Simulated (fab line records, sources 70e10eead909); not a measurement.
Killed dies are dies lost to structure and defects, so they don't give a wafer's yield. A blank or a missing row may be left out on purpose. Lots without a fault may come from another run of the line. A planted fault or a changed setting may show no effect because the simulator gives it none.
Chamber matching | flow nand_harc | NHARC_P_CONTACT_CMP_01 on cmp-02: 4 sister chambers
The step polishes SiO2, target thk 200 nm. 20 wafers are shown with their chamber, then 10 later ones without.

WAFERS WITH THEIR CHAMBER
wafer  | chamber | motor_current_A (A)
L075.1 | 1       | 12.9
L075.4 | 3       | 17.8
L075.5 | 2       | 11.4
L076.2 | 2       | 11.7
L076.3 | 3       | 16.2
L076.5 | 3       | 16.4
L079.1 | 2       | 11.6
L079.2 | 1       | 13.3
L079.3 | 0       | 11.2
L081.2 | 3       | 16.7
L081.5 | 0       | 11.4
L081.6 | 1       | 12.7
L084.2 | 3       | 16.6
L084.3 | 0       | 11.3
L084.4 | 1       | 13.1
L088.2 | 3       | 17.2
L088.4 | 0       | 11.0
L088.5 | 0       | 11.2
L086.3 | 3       | 16.5
L086.4 | 2       | 12.0

SIGNATURES (means of the wafers above)
reading         | chamber 0 | chamber 1 | chamber 2 | chamber 3 | scatter within a chamber
motor_current_A | 11.220    | 13.000    | 11.675    | 16.771    | 0.378
Rule: a wafer's distance from a chamber is the root of the sum, over the readings, of the square of ((its reading less the chamber's mean) divided by the reading's scatter). The wafer belongs to the nearest chamber; if the next one is less than 2 further off, it can't be placed. The scatter: the root of (the sum of the squares of (reading less its chamber's mean) over the shown wafers, divided by (wafers less chambers)).

WAFERS WITHOUT THEIR CHAMBER
wafer  | motor_current_A (A)
L086.5 | 12.2
L092.1 | 12.4
L092.5 | 13.4
L092.6 | 11.2
L093.2 | 16.3
L093.3 | 11.9
L093.6 | 12.9
L096.1 | 15.8
L096.2 | 12.9
L096.4 | 11.1

WHICH CHAMBER EACH WENT THROUGH
wafer  | from the rows above          | in truth
L086.5 | can't be placed: 2 or 1 or 0 | 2
L092.1 | can't be placed: 1 or 2 or 0 | 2
L092.5 | 1                            | 1
L092.6 | can't be placed: 0 or 2      | 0
L093.2 | 3                            | 3
L093.3 | can't be placed: 2 or 0      | 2
L093.6 | 1                            | 1
L096.1 | 3                            | 3
L096.2 | 1                            | 1
L096.4 | can't be placed: 0 or 2      | 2
Placed correctly: 5 of 10. Can't be placed from these rows: 5 (the true chamber is among the candidates in 5). Placed wrongly: 0.
